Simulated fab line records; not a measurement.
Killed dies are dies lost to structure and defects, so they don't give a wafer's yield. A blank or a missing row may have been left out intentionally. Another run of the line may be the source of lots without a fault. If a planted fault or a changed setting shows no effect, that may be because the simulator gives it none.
fab line records + flow n5_finfet
record:
- lots: 4
- wafers: 12
- last_day: 20
route steps=1938 shown BEOL_M4@1099 BEOL_M5@1112 BEOL_M14@1764 BEOL_M15@1830 PASSIVATION@1936
lots with no fault: from the same line, run without faults
start_h: hours from the record's first day to the start of the lot's first wafer shown + wait_h: hours from the lot's prior step to this one + " unchanged from the row above + L1.1+2: a row that stands for several wafers + - no value, or no start given + * or withheld: withheld + < > ~ a bound
route shown NAME@n: a module of which the file shows steps, and the number in the route of the first + usual: mean/standard deviation of fault-free wafers + same: alike in all rows + chamber/n: place in a boat + sites: the reading at each site + _std_site: the standard deviation of these + _edge_site: inner sites' mean taken away from outer sites' mean + radius_mm: for every site, how far away it sits from the centre of the wafer + mask NAME#n: copy n + behind: tool/chamber where the wafer was last shaped + hold: reason for holding the lot/hours on hold/outcome of the hold + device: the transistor (n, p or np) that didn't switch + end of line: at the end of the route, the tests of the same wafers + a step with no rows: only its recipe + killed: the dies lost at the first sort to structure and to defects; this is not the yield of the wafer + map: dies across one wafer; x = killed, . = not, _ = none there
set.NAME: the setting the step ran with; set.NAME@STEP: the setting that earlier step ran with + model.NAME: the simulator's own value behind a step, which no gauge read
a table for each step, a row for each wafer; lots at some steps of the route
services: from which hour (start_h, from the record's first day; less than 0 if before it) a tool's chamber was out of use, for how many hours, and why
== steps ==
step: N5_BEOL_M4_ANNEAL_95
recipe:
- temp_c: 400
- time_s: 240
- ambient: vacuum
step: N5_BEOL_M4_SPUTTER_96
recipe:
- material: Cu
- target_thk_a: 45
- temp_c: -20
- chamber_pressure_pa: 0.07
- power_w: withheld
- time_s: 8.29
step: N5_BEOL_M4_ECD_50
recipe:
- material: Cu
- target_thk_a: 3000
step: N5_BEOL_M4_ANNEAL_51
recipe:
- temp_c: 225
- time_s: 90
- ambient: N2
step: N5_BEOL_M4_CMP_52
recipe:
- stop_on: SiOC
- t_overpolish_s: 6.8
- down_force_psi: 1
- platen_rpm: 50
- clearing_platen_down_force_psi: 1.5
- clearing_platen_rpm: 50
- post_cmp_clean: cu_alkaline
- target_thk_nm: 40
- clearing_platen_pad_velocity_m_s: 0.99484
- pad_velocity_m_s: 0.99484
step: N5_BEOL_M4_PRE_CLEAN_60
recipe:
- gas: NH3/H2
- time_s: 15
- temp_c: *
- rf_power_w: 300
step: N5_BEOL_M4_CO_CAP_55
recipe:
- material: Co
- target_thk_a: 20
- temp_c: 200
- precursor: CCTBA/H2
- pressure_torr: 30
- time_s: 102.1
step: N5_BEOL_M4_PRE_CLEAN_56
recipe:
- gas: NH3
- time_s: 15
- temp_c: withheld
- rf_power_w: 300
step: N5_BEOL_M4_DEP_57
recipe:
- material: SiCN
- target_thk_a: 80
- temp_c: withheld
- precursor: 3MS/NH3
- pressure_torr: 3
- rf_w: 202
- time_s: 14
step: N5_BEOL_M4_RC_MEAS_101
usual:
- DIBL_N: 37.1/2.6
- DIBL_P: 38/3
- IOFF_N: 0.18/0.052
- IOFF_P: 0.25/0.06
- ION_N: 678/15
- ION_P: 467/8.6
- SS_N: 71.7/0.73
- SS_P: 73.7/0.89
- VT_N: 249/4.3
- VT_P: -248/3.8
| lot.wafer | tool      | chamber | start_h | wait_h | DIBL_N[mV/V] | DIBL_P[mV/V] | IOFF_N[nA/um] | IOFF_P[nA/um] | ION_N[uA/um] | ION_P[uA/um] | SS_N[mV/dec] | SS_P[mV/dec] | VT_N[mV] | VT_P[mV] |
|-----------|-----------|---------|---------|--------|--------------|--------------|---------------|---------------|--------------|--------------|--------------|--------------|----------|----------|
| L557.2    | prober-02 | 0       | 228.22  | 0.2    | 37.6         | 40           | 0.20          | 0.25          | 665          | 451          | 71.6         | 74.2         | 248      | -251     |
| L557.4    | "         | 0       | "       | "      | 37.6         | 40           | 0.21          | 0.25          | 683          | 463          | 71.7         | 73.8         | 244      | -249     |
| L557.5    | "         | 0       | "       | "      | 38.0         | 40           | 0.19          | 0.22          | 658          | 446          | 72.0         | 74.0         | 246      | -252     |
| L569.1    | prober-02 | 0       | 323.11  | 0.0    | 34.0         | 32           | 0.11          | 0.16          | 657          | 450          | 71.3         | 73.2         | 256      | -255     |
| L569.4    | "         | 0       | "       | "      | 35.6         | 33           | 0.13          | 0.18          | 667          | 457          | 72.0         | 73.3         | 253      | -254     |
| L569.6    | "         | 0       | "       | "      | 38.1         | 36           | 0.18          | 0.21          | 687          | 464          | 72.2         | 73.5         | 251      | -254     |
| L572.1    | prober-01 | 0       | 342.43  | 0.0    | 41.6         | 44           | 0.31          | 0.41          | 703          | 482          | 73.3         | 74.6         | 241      | -237     |
| L572.3    | "         | 0       | "       | "      | 40.9         | 43           | 0.27          | 0.40          | 697          | 481          | 73.0         | 75.1         | 242      | -242     |
| L572.6    | "         | 0       | "       | "      | 41.4         | 44           | 0.28          | 0.44          | 696          | 476          | 72.5         | 75.9         | 242      | -240     |
| L579.3    | prober-02 | 0       | 375.66  | 0.3    | 38.1         | 39           | 0.22          | 0.27          | 683          | 469          | 72.4         | 74.3         | 245      | -249     |
| L579.5    | "         | 0       | "       | "      | 37.7         | 40           | 0.22          | 0.29          | 690          | 468          | 72.2         | 74.0         | 245      | -247     |
| L579.6    | "         | 0       | "       | "      | 40.0         | 42           | 0.27          | 0.34          | 699          | 472          | 72.8         | 74.7         | 242      | -242     |
step: N5_BEOL_M5_ILD_DEP_00
recipe:
- material: SiCOH_lowk
- target_thk_a: 1406.4
- temp_c: 300
- precursor: DEMS/porogen
- pressure_torr: 5
- rf_w: 500
- time_s: 25.9
step: N5_BEOL_M5_CURE_79
recipe:
- temp_c: 385
- time_s: 240
- ambient: He/Ar
- material: SiCOH_lowk
step: N5_BEOL_M5_PECVD_70
recipe:
- material: SiO2
- target_thk_a: 160
- temp_c: 400
- precursor: TEOS/O2
- pressure_torr: 5.5
- rf_w: 450
- teos_flow_sccm: 53.8
- gas: O2
- flow_sccm: 3000
- time_s: 18
step: N5_BEOL_M5_HM_DEP_02
recipe:
- material: TiN
- target_thk_a: 200
- temp_c: 25
- chamber_pressure_pa: 0.49996
step: N5_BEOL_M5_COAT_59
recipe:
- resist: SOC
- temp_c: 250
- time_s: 60
- spin_rpm: 1500
- resist_thk_nm: 60
step: N5_BEOL_M5_COAT_60
recipe:
- resist: SiARC
- temp_c: 220
- time_s: 60
- spin_rpm: 1500
- resist_thk_nm: 12
step: N5_BEOL_M5_COAT_71
recipe:
- resist: underlayer
- temp_c: 205
- time_s: 60
- spin_rpm: 1500
- resist_thk_nm: 5
step: N5_BEOL_M5_COAT_05
recipe:
- resist: CAR-EUV
- spin_rpm: 1500
- resist_thk_nm: 30
step: N5_BEOL_M5_EBR_07
recipe:
- solvent: PGMEA
- ebr_width_mm: 1.5
step: N5_BEOL_M5_SOFTBAKE_06
recipe:
- temp_c: 110
- time_s: 60
- resist: CAR-EUV
step: N5_BEOL_M5_EXPOSE_08
recipe:
- mask_id: M5
- na: 0.33
- source_shape: annular
- sigma_inner: 0.4
- sigma_outer: 0.8
- polarization: unpolarized
- target_cd_nm: 28
- dose_mj: 35.75
step: N5_BEOL_M5_PEB_09
recipe:
- peb_temp_c: 100
- peb_time_s: 60
- resist: CAR-EUV
step: N5_BEOL_M5_DEVELOP_10
recipe:
- develop_time_s: 30
- developer: TMAH
- resist: CAR-EUV
- rinse_liquid: surfactant_rinse
- dry: air_spin
- dev_temp_c: 23
step: N5_BEOL_M5_DESCUM_16
recipe:
- chemistry: O2
- time_s: 7
- source_power_w: 50
- bias_power_w: 20
- pressure_mtorr: 20
- rf_frequency_hz: 2.712e+07
- temp_c: 40
- resist: CAR-EUV
- o2_flow_sccm: 225
step: N5_BEOL_M5_ETCH_72
recipe:
- chemistry: N2/H2
- target: underlayer
- target_depth_a: 65
- mask_material: CAR-EUV
- time_s: 5.2
- ion_energy_ev: 200
- pressure_mtorr: 30
- source_w: 840
- bias_w: 150
- n2_flow_sccm: 200
- h2_flow_sccm: 200
- ends: cleared
step: N5_BEOL_M5_ETCH_61
recipe:
- chemistry: CF4
- target: SiARC
- target_depth_a: 156
- mask_material: CAR-EUV
- time_s: 26
- ion_energy_ev: 80
- pressure_mtorr: 40
- source_w: 545
- bias_w: 36
- Ar_flow_sccm: 100
- cf4_flow_sccm: 100
- ends: cleared
step: N5_BEOL_M5_ETCH_62
recipe:
- chemistry: N2/H2
- target: SOC
- target_depth_a: 750
- overetch_a: 150
- mask_material: SiARC
- temp_c: 40
- time_s: 112.5
- ion_energy_ev: 200
- pressure_mtorr: 30
- source_w: 840
- bias_w: 150
- n2_flow_sccm: 200
- h2_flow_sccm: 200
step: N5_BEOL_M5_STRIP_63
recipe:
- chemistry: N2/H2
- temp_c: 40
- n2_flow_sccm: 200
- h2_flow_sccm: 200
- rf_frequency_hz: 6e+07
step: N5_BEOL_M5_STRIP_73
recipe:
- chemistry: N2/H2
- temp_c: 40
- n2_flow_sccm: 200
- h2_flow_sccm: 200
- rf_frequency_hz: 6e+07
step: N5_BEOL_M5_STRIP_64
recipe:
- chemistry: CF4
- resist: SiARC
- power_w: 300
- bias_power_w: 75
- pressure_mtorr: 50
- cf4_flow_sccm: 150
- rf_frequency_hz: 6e+07
step: N5_BEOL_M5_HM_OPEN_17
recipe:
- chemistry: Cl2/BCl3
- target_depth_a: 200
- overetch_a: 60
- target: TiN
- mask_material: SOC
- ion_energy_ev: 150
- pressure_mtorr: 10
- icp_w: 1000
- bias_w: 126
- Cl2_flow_sccm: 53.25
- bcl3_flow_sccm: 21.75
- Ar_flow_sccm: 25
step: N5_BEOL_M5_STRIP_19
recipe:
- chemistry: O2
- power_w: 400
- temp_c: 40
- pressure_mtorr: 30
- rf_frequency_hz: 6e+07
- bias_power_w: 0
- overash_fraction: 0.2
- o2_flow_sccm: 225
step: N5_BEOL_M5_COAT_65
recipe:
- resist: SOC
- temp_c: 250
- time_s: 60
- spin_rpm: 1500
- resist_thk_nm: 60
step: N5_BEOL_M5_COAT_66
recipe:
- resist: SiARC
- temp_c: 220
- time_s: 60
- spin_rpm: 1500
- resist_thk_nm: 12
step: N5_BEOL_M14_SPUTTER_45
recipe:
- material: Cu
- target_thk_a: 1000
- temp_c: -20
- bias_v: 60
- power_w: 26000
- chamber_pressure_pa: 0.13
- time_s: 16.67
usual:
- substrate_temp_c: -19.99/0.098
- throttle_valve_pct: 30.4/0.63
| lot.wafer | tool           | chamber | start_h | wait_h | substrate_temp_c | throttle_valve_pct |
|-----------|----------------|---------|---------|--------|------------------|--------------------|
| L557.2    | pvd_sputter-02 | -       | 311.90  | 0.0    | -19.98           | 30.0               |
| L557.4    | "              | -       | "       | "      | -20.17           | 29.6               |
| L557.5    | "              | -       | "       | "      | -19.97           | 30.9               |
| L569.1    | pvd_sputter-02 | -       | 409.45  | 0.0    | -20.00           | 29.8               |
| L569.4    | "              | -       | "       | "      | -19.96           | 30.8               |
| L569.6    | "              | -       | "       | "      | -20.07           | 30.7               |
| L572.1    | pvd_sputter-02 | -       | 425.78  | 0.0    | -20.05           | 30.2               |
| L572.3    | "              | -       | "       | "      | -19.88           | 29.6               |
| L572.6    | "              | -       | "       | "      | -20.01           | 30.3               |
| L579.3    | pvd_sputter-03 | -       | 454.83  | 0.0    | -20.05           | 30.0               |
| L579.5    | "              | -       | "       | "      | -19.94           | 30.6               |
| L579.6    | "              | -       | "       | "      | -20.18           | 31.7               |
step: N5_BEOL_M15_RC_MEAS_101
usual:
- COMB_M10: 1.49e-11/2.8e-12
- COMB_M11: 1.5e-11/3.2e-12
- COMB_M12: 6.1e-12/1.2e-12
- COMB_M13: 4.8e-12/1e-12
- COMB_M14: 3.3e-12/8.1e-13
- COMB_M15: 2.3e-12/6e-13
- COMB_M5: 3.5e-11/6.3e-12
- COMB_M6: 2.6e-11/5.3e-12
- COMB_M7: 2.6e-11/5.1e-12
- COMB_M8: 2.6e-11/5.6e-12
- COMB_M9: 1.38e-11/2.8e-12
- SERP_M10: 3.07/0.099
- SERP_M11: 3.02/0.1
- SERP_M12: 0.632/0.018
- SERP_M13: 0.310/0.0077
- SERP_M14: 0.163/0.0062
- SERP_M14_max_site: 0.164/0.0062
- SERP_M5: 38.1/2
- SERP_M6: 13.9/0.69
- SERP_M7: 13.7/0.67
- SERP_M7_max_site: 14.3/0.68
- SERP_M8: 13.6/0.64
- SERP_M9: 2.98/0.1
| lot.wafer | tool      | chamber | start_h | wait_h | COMB_M10[S/m] | COMB_M11[S/m] | COMB_M12[S/m] | COMB_M13[S/m] | COMB_M14[S/m] | COMB_M15[S/m] | COMB_M5[S/m] | COMB_M6[S/m] | COMB_M7[S/m] | COMB_M8[S/m] | COMB_M9[S/m] | SERP_M10[ohm/um] | SERP_M11[ohm/um] | SERP_M12[ohm/um] | SERP_M13[ohm/um] | SERP_M14[ohm/um] | SERP_M14_max_site[ohm/um] | SERP_M5[ohm/um] | SERP_M6[ohm/um] | SERP_M7[ohm/um] | SERP_M7_max_site[ohm/um] | SERP_M8[ohm/um] | SERP_M9[ohm/um] |
|-----------|-----------|---------|---------|--------|---------------|---------------|---------------|---------------|---------------|---------------|--------------|--------------|--------------|--------------|--------------|------------------|------------------|------------------|------------------|------------------|---------------------------|-----------------|-----------------|-----------------|--------------------------|-----------------|-----------------|
| L557.2    | prober-02 | 0       | 319.11  | 0.2    | 1.41e-11      | 1.3e-11       | 4.9e-12       | 4.5e-12       | 3.2e-12       | 1.5e-12       | 3.2e-11      | 2.1e-11      | 2.8e-11      | 3e-11        | 1.11e-11     | 2.90             | 3.11             | 0.621            | 0.304            | 0.177            | 0.179                     | 37.7            | 15.2            | 12.8            | 14.0                     | 14.0            | 2.99            |
| L557.4    | "         | 0       | "       | "      | 1.44e-11      | 1.8e-11       | 6.5e-12       | 3.3e-12       | 2.9e-12       | 2.5e-12       | 2.7e-11      | 1.9e-11      | 2.8e-11      | 3.2e-11      | 1.23e-11     | 2.87             | 2.88             | 0.649            | 0.289            | 0.160            | 0.163                     | 39.8            | 14.2            | 14.1            | 14.6                     | 14.2            | 2.84            |
| L557.5    | "         | 0       | "       | "      | 1.62e-11      | 1.6e-11       | 6.2e-12       | 3.9e-12       | 3.7e-12       | 2.3e-12       | 4e-11        | 2.4e-11      | 2.4e-11      | 1.7e-11      | 1.34e-11     | 2.97             | 2.99             | 0.613            | 0.299            | 0.172            | 0.174                     | 39.6            | 15.4            | 13.7            | 14.2                     | 14.3            | 3.04            |
| L569.1    | prober-01 | 0       | 415.47  | 0.0    | 1.51e-11      | 1.2e-11       | 5.5e-12       | 6.7e-12       | 5.7e-12       | 2.7e-12       | 3.4e-11      | 3.8e-11      | 2.2e-11      | 2.8e-11      | 1.8e-11      | 3.07             | 2.89             | 0.615            | 0.306            | 0.170            | 0.171                     | 38.6            | 13.3            | 13.9            | 14.6                     | 13.3            | 2.76            |
| L569.4    | "         | 0       | "       | "      | 1.63e-11      | 2.1e-11       | 5.3e-12       | 5.7e-12       | 3.3e-12       | 2.5e-12       | 3.8e-11      | 2.5e-11      | 2e-11        | 2.2e-11      | 2.17e-11     | 3.09             | 3.03             | 0.589            | 0.313            | 0.159            | 0.162                     | 39.4            | 13.7            | 14.1            | 14.9                     | 13.0            | 3.13            |
| L569.6    | "         | 0       | "       | "      | 1.47e-11      | 1.7e-11       | 5.6e-12       | 4.8e-12       | 3.2e-12       | 3.4e-12       | 3.1e-11      | 3.1e-11      | 2.1e-11      | 1.9e-11      | 1.26e-11     | 3.12             | 2.91             | 0.599            | 0.316            | 0.159            | ~370.37                   | 37.6            | 15.2            | 13.8            | 14.1                     | 13.8            | 3.01            |
| L572.1    | prober-01 | 0       | 433.07  | 0.0    | 1.14e-11      | 1.6e-11       | 8.3e-12       | 8.2e-12       | 4e-12         | 1.8e-12       | 3.5e-11      | 2e-11        | 2.6e-11      | 3e-11        | 1.14e-11     | 3.20             | 3.11             | 0.631            | 0.318            | 0.151            | 0.153                     | 40.3            | 14.6            | 14.7            | 15.2                     | 13.2            | 2.86            |
| L572.3    | "         | 0       | "       | "      | 1.41e-11      | 1.4e-11       | 7.9e-12       | 5e-12         | 3.9e-12       | 2.2e-12       | 5.1e-11      | 1.9e-11      | 3.5e-11      | 3.6e-11      | 1.12e-11     | 3.16             | 3.03             | 0.639            | 0.301            | 0.157            | 0.160                     | 36.0            | 14.7            | 13.7            | 14.7                     | 14.3            | 2.79            |
| L572.6    | "         | 0       | "       | "      | 1.5e-11       | 1.9e-11       | 5.2e-12       | 4.8e-12       | 3.7e-12       | 1.7e-12       | 4.2e-11      | 2.5e-11      | 1.8e-11      | 3e-11        | 1.3e-11      | 3.15             | 2.99             | 0.617            | 0.308            | 0.153            | ~370.37                   | 35.2            | 13.1            | 14.1            | 14.6                     | 14.1            | 2.82            |
| L579.3    | prober-01 | 0       | 461.57  | 0.3    | 1.23e-11      | 1.6e-11       | 6.5e-12       | 5.6e-12       | 3.5e-12       | 2.2e-12       | 2.8e-11      | 2.2e-11      | 2.9e-11      | 2.4e-11      | 1.28e-11     | 3.27             | 3.10             | 0.652            | 0.309            | 0.175            | 0.176                     | 38.4            | 12.9            | 14.1            | 14.6                     | 13.6            | 2.95            |
| L579.5    | "         | 0       | "       | "      | 1.53e-11      | 1.4e-11       | 6.6e-12       | 4.7e-12       | 3.7e-12       | 1.8e-12       | 3.8e-11      | 3.1e-11      | 3.2e-11      | 2.9e-11      | 1.36e-11     | 2.98             | 3.12             | 0.645            | 0.314            | 0.159            | 0.161                     | 36.3            | 13.3            | 13.7            | 14.2                     | 14.1            | 2.99            |
| L579.6    | "         | 0       | "       | "      | 1.19e-11      | 1.4e-11       | 4.9e-12       | 5e-12         | 3.2e-12       | 2.7e-12       | 2.7e-11      | 2.7e-11      | 2.8e-11      | 1.5e-11      | 1.16e-11     | 3.06             | 3.09             | 0.611            | 0.313            | 0.157            | 0.159                     | 41.9            | 12.9            | 13.4            | 14.0                     | 13.7            | 2.69            |
step: N5_PASSIVATION_PROBE_49
usual:
- defect_limited_yield: 91.4/1.4
- killed_at_M0_to_M3: 34/9.1
- killed_at_M4_up: 14/5.2
- killed_at_contacts: 12/6.4
- killed_at_front_end: 38/11
- killed_at_other: 3.7/2.8
- killed_dies: 102/17
- killed_on_rim: 14/3.9
- killed_open: 68/13
- killed_short: 32/7.8
- sort_bin_4_leakage: 0.05/0.3
- sort_bin_5_function: 5.1/1
- sort_bin_6_memory: 3.2/0.66
- sort_n_pass: 1076/19
- sort_yield_pct: 91.2/1.6
same:
- gross_dies: 1180
- killed_at_back_side: 0
- sort_bin_8_speed[%]: 0
| lot.wafer | tool      | chamber | start_h | wait_h | defect_limited_yield[%] | killed_at_M0_to_M3 | killed_at_M4_up | killed_at_contacts | killed_at_front_end | killed_at_other | killed_dies | killed_on_rim | killed_open | killed_short | sort_bin_4_leakage[%] | sort_bin_5_function[%] | sort_bin_6_memory[%] | sort_n_pass | sort_yield_pct[%] |
|-----------|-----------|---------|---------|--------|-------------------------|--------------------|-----------------|--------------------|---------------------|-----------------|-------------|---------------|-------------|--------------|-----------------------|------------------------|----------------------|-------------|-------------------|
| L557.2    | prober-01 | -       | 335.55  | 0.1    | 90.6                    | 38                 | 10              | 8                  | 55                  | 0               | 111         | 15            | 69          | 41           | 0                     | 5.6                    | 3.6                  | 1069        | 90.6              |
| L557.4    | prober-01 | -       | 335.65  | 0.2    | 89.6                    | 47                 | 15              | 7                  | 53                  | 1               | 123         | 15            | 85          | 37           | 0                     | 5.9                    | 4.2                  | 1057        | 89.6              |
| L557.5    | prober-01 | -       | 335.70  | 0.2    | 91.4                    | 24                 | 13              | 5                  | 59                  | 1               | 102         | 13            | 63          | 39           | 0                     | 5.8                    | 2.4                  | 1078        | 91.4              |
| L569.6    | prober-02 | -       | 432.29  | 0.3    | 76.9                    | 30                 | 207             | 4                  | 25                  | 6               | 272         | 51            | 45          | 29           | 0                     | 13.0                   | 9.7                  | 908         | 76.9              |
| L572.6    | prober-01 | -       | 449.37  | 0.3    | 75.2                    | 47                 | 208             | 14                 | 23                  | 1               | 293         | 50            | 59          | 39           | 0.68                  | 14.8                   | 9.7                  | 879         | 74.5              |
| L579.3    | prober-01 | -       | 477.25  | 0.1    | 90.8                    | 40                 | 18              | 17                 | 30                  | 4               | 109         | 15            | 81          | 24           | 0                     | 6.1                    | 3.1                  | 1071        | 90.8              |
| L579.5    | prober-01 | -       | 477.35  | 0.2    | 89.7                    | 34                 | 23              | 28                 | 31                  | 6               | 122         | 15            | 81          | 40           | 0                     | 6.2                    | 3.6                  | 1058        | 89.7              |
| L579.6    | prober-01 | -       | 477.40  | 0.3    | 91.6                    | 33                 | 15              | 11                 | 33                  | 7               | 99          | 16            | 68          | 26           | 0                     | 5.7                    | 2.3                  | 1081        | 91.6              |
killed by level:class
L557.2 BEOL_M2:geometric_particle:open=11 FIN_SAQP:geometric_particle:open=10 BEOL_M3:geometric_particle:open=10 DUMMY_GATE:geometric_particle:open=9 GATE_CUT:geometric_particle:short=9 FIN_SAQP:geometric_particle:short=7 BEOL_M0_SAQP:geometric_particle:short=7 STI_FIN_REVEAL:geometric_particle:open=5
L557.4 BEOL_M2:geometric_particle:open=14 BEOL_M3:geometric_particle:open=11 FIN_SAQP:geometric_particle:open=9 STI_FIN_REVEAL:geometric_particle:open=9 DUMMY_GATE:geometric_particle:open=8 BEOL_M4:geometric_particle:open=8 GATE_CUT:geometric_particle:short=7 MOL_CONTACT_COAG:geometric_particle:open=7
L557.5 FIN_SAQP:geometric_particle:open=16 BEOL_M0_SAQP:geometric_particle:short=8 STI_FIN_REVEAL:geometric_particle:open=8 BEOL_M2:geometric_particle:open=7 BEOL_M4:geometric_particle:open=7 GATE_CUT:geometric_particle:short=6 GATE_CUT:geometric_particle:open=5 BEOL_M0_SAQP:geometric_particle:open=5
L569.6 BEOL_M14:interface_void_opened=196 BEOL_M0_SAQP:geometric_particle:open=7 BEOL_M0_SAQP:geometric_particle:short=7 BEOL_M1:geometric_particle:open=5 BEOL_M2:geometric_particle:open=4 FIN_SAQP:geometric_particle:open=3 FIN_SAQP:geometric_particle:short=3 STI_FIN_REVEAL:geometric_particle:open=3
L572.6 BEOL_M14:interface_void_opened=194 BEOL_M0_SAQP:geometric_particle:short=17 BEOL_M0_SAQP:geometric_particle:open=17 MOL_CONTACT_COAG:geometric_particle:open=11 BEOL_M2:geometric_particle:open=7 GATE_CUT:geometric_particle:short=6 BEOL_M4:geometric_particle:open=6 STI_FIN_REVEAL:geometric_particle:open=4
L579.3 MOL_CONTACT_COAG:geometric_particle:open=14 STI_FIN_REVEAL:geometric_particle:open=10 BEOL_M1:geometric_particle:open=9 BEOL_M2:geometric_particle:open=9 BEOL_M4:geometric_particle:open=7 FIN_SAQP:geometric_particle:open=6 BEOL_M0_SAQP:geometric_particle:open=5 BEOL_M0_SAQP:geometric_particle:short=5
L579.5 MOL_CONTACT_COAG:geometric_particle:open=22 BEOL_M3:geometric_particle:open=11 BEOL_M0_SAQP:geometric_particle:short=7 BEOL_M0:geometric_particle:open=7 BEOL_M4:geometric_particle:open=7 STI_FIN_REVEAL:geometric_particle:open=6 MOL_CONTACT_COAG:geometric_particle:short=6 FIN_SAQP:geometric_particle:open=5
L579.6 FIN_SAQP:geometric_particle:open=12 MOL_CONTACT_COAG:geometric_particle:open=9 BEOL_M3:geometric_particle:open=9 BEOL_M0_SAQP:geometric_particle:open=8 STI_FIN_REVEAL:geometric_particle:open=7 BEOL_M0_SAQP:geometric_particle:short=5 BEOL_M1:geometric_particle:open=5 BEOL_M4:geometric_particle:open=5
map L569.6 (x killed, . not)
_________________.xx.x..x..x.________________
______________...x.......xx.xx.._____________
___________...x.............x......__________
__________.....x.......xxx....x.x..x_________
________.x..x...x..x.............x..xx_______
_______x...x.....x......x.....x.....x..______
______xx......x...xx.....xx.x....xx..x.._____
_____xx.xxx............x.x..x........x.x.____
____....x........xx.....x.......xx........___
___.......xx......x....x.x....x..x.......x.__
___....x..x....x...............x.xxx...xx.x__
__x.x..x..x.........x.....xx.............x.._
__......x.x..............x....x..........xxx_
_.xx...xx..x.x..x...........................x
_.x...xx..x...x..xxx...........x.....x.x....x
_.x......x...x.........x..x..x..x.x.x......x.
_x..........x..................x.xx.......x.x
_x...............x.xx.x..x...x...x.x.xx.x....
_..................x............xx.........xx
_...xxx..xx..............xx....xx...x..x.....
_......x.x.x.x......x..xx.xx......x......x...
__....x...............x......x.x...x.xx...xx_
__...x..xx.xx.xx.......x.....x..x...x..x...x_
___.......x..x.................x......x..x.__
___..xx....x..........x..x.x....xx.x...x.x.__
____.x.x........x..x.x....x.......x.....x.___
_____.x.xx.......x..x.xx..x.........x....____
______x......................xx....x.xx._____
_______x.x............xx......xx....x..______
________.x.....x...xx.x.x..xx.x....x.x_______
__________.x.....x...xxx........x.x._________
___________.x.x....xxxx...x...x....__________
______________..x.x.x.x...xx...._____________
_________________..xx..x...x.________________
map L572.6 (x killed, . not)
_________________x..x.......x________________
______________......xx..x.xx...x_____________
___________.x.xx........xx.....x...__________
__________x.x....x...x.xxx.x..x..xx._________
________........x....xxx.x......x...x._______
_______x..x.............x...........x..______
______.x..x...x.........x....x.....x...._____
_____.x...x...........x.x.......x..x....x____
____x.x.x....xxx.x..........x...xxx..x.x.x___
___x.x.....x....x..xx........x.x..x..x..x..__
___.x.x.....x.x....x......x.........x.xx.xx__
__x.xx...x..x..............x.....x........xx_
__x......x....x....x..x......x.......x.xx..x_
_x.xxx.x............x....x...xx..x......x.x..
_x.x.....x.......xxx.x.xx................xxx.
_.x......x.........x........x......xx..x.....
_.x....x........x...........x.......x.x.x.xx.
_x.....x.xx..x...........x.............x...x.
_x.xx.xx.x.xx.......................x..xxx..x
_..xx.x.x..x.x.x.........x................x.x
_..x..x...........................x..x.x..xxx
__...x.x.....................xx.x...x.....x._
__x.x.x...........xx....x....xx......xx..x.x_
___x..x...x.............x.......xx...xx....__
___.x.x...x...x..........x....x..x.x.......__
____xx....x.x.x......x...x...x.....x..xx..___
_____........x............x.x........x...____
______.xx...xx......x......x.......x.xxx_____
_______......xxx....xxxxx.....x.xx..x..______
________..xxx.x.xxxx.....x.xx........._______
__________x..xxxxxx.....xxx..x.x...._________
___________.xxxxx.....x.....x......__________
______________x......x.....x.xx._____________
_________________x...x.......________________
== services ==
| tool           | chamber | start_h | hours | kind   |
|----------------|---------|---------|-------|--------|
| pvd_sputter-03 | -       | 423.06  | 8.9   | repair |
| pvd_sputter-03 | -       | 444.22  | 1.9   | repair |
== key ==
first_sign:
- step: N5_BEOL_M15_RC_MEAS_101
- reading: SERP_M14_max_site
- direction: up
- sigmas: 99+
- usual: 0.164
- struck: ~370.37
effect:
- step: N5_PASSIVATION_PROBE_49
- reading: killed_at_M4_up
- direction: up
- sigmas: 37
- usual: 14
- struck: 208
more_kills_born_at:
- N5_BEOL_M14_SPUTTER_45@pvd_sputter-02: 390
met_at N5_BEOL_M14_SPUTTER_45
struck_wafers L569.6,L572.6
onset_between 311.90 409.45
fault:
- kind: process_parameter_drift
- tool: pvd_sputter-02
- chamber: -
- onset_h: 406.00
- steps: N5_BEOL_M14_SPUTTER_45
- channel: time_s
- offset: *
- shape: step
- end_h: 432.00
- scope: struck_wafers_only
- acts_in: *
- stated: *
